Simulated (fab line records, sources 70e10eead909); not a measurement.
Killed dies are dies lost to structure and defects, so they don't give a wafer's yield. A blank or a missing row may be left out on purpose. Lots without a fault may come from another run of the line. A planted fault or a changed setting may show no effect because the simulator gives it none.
One fault seen from 2 desks | flow nand_harc | each desk has only its own numbers; what lay behind them comes last

THE DEFECT DESK
What the inspections along the route counted, lot by lot: means of the sampled wafers that have a number. A lot is out of limits, marked OUT, if its mean lies more than 4 standard deviations from the usual mean; the brackets give that distance.
Columns: A = raw_defect_count at NHARC_A_CHANNEL_HOLE_D1_INSPECT_40, usual 61
lot  | first seen here | A
L798 | day 8 21:44     | 53
L797 | day 8 22:10     | 71
L799 | day 9 01:54     | 42
L804 | day 10 07:10    | 59
L803 | day 10 11:22    | 46
L805 | day 10 16:18    | 88
L809 | day 12 03:14    | 55
L812 | day 12 10:35    | 64
L811 | day 12 11:44    | 324 (+15) OUT
L813 | day 12 19:35    | 321 (+14) OUT
L817 | day 13 09:51    | 328 (+15) OUT
This desk's finding: out of limits on L811, L813, L817; first on L811, day 12 11:44 (raw_defect_count at NHARC_A_CHANNEL_HOLE_D1_INSPECT_40). In limits: L798, L797, L799, L804, L803, L805, L809, L812.

THE TOOL OWNER'S DESK: har_etch-02
The tool's own readings at NHARC_A_CHANNEL_HOLE_D1_ETCH_22 (etches the open film in C4F8/O2/Ar, time 666.7 s, target depth 1600 nm): means of the sampled wafers that have a number, for each lot that ran on this tool. A lot is out of limits, marked OUT, if its mean lies more than 4 standard deviations from the usual mean; the brackets give that distance.
Columns: A = drypump_motor_current_A at NHARC_A_CHANNEL_HOLE_D1_ETCH_22, usual 5.6 A; B = showerhead_plenum_p_Torr at NHARC_A_CHANNEL_HOLE_D1_ETCH_22, usual 3.73 Torr; C = throttle_valve_pct at NHARC_A_CHANNEL_HOLE_D1_ETCH_22, usual 32.155 %
lot  | first seen here | A   | B    | C
L798 | day 8 16:55     | 5.6 | 3.72 | 32.150
L799 | day 8 21:04     | 5.6 | 3.72 | 32.153
L804 | day 10 02:18    | 5.6 | 3.71 | 32.155
L803 | day 10 06:41    | 5.6 | 3.71 | 32.149
L809 | day 11 22:33    | 5.6 | 3.70 | 32.148
L811 | day 12 06:59    | 5.6 | 3.69 | 32.164
L813 | day 12 14:46    | 5.6 | 3.69 | 32.158
L817 | day 13 05:00    | 5.6 | 3.69 | 32.152
This desk's finding: nothing out of limits on any of the 8 lots.

PUT TOGETHER
The defect desk could have raised an alarm at day 12 11:44, on L811, L813, L817.
The tool owner's desk saw nothing out of limits.
The tool owner's desk has L811, L813, L817 on record, within its limits.
Of the lots named, all ran NHARC_A_CHANNEL_HOLE_D1_ETCH_22 on har_etch-02.

WHAT THE SIMULATOR HAD PUT IN
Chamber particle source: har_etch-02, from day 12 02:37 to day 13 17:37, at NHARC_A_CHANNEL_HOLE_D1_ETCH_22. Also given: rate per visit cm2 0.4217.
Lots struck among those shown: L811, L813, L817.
Hours from the fault's start to each desk's first reading out of limits: the defect desk, 9.
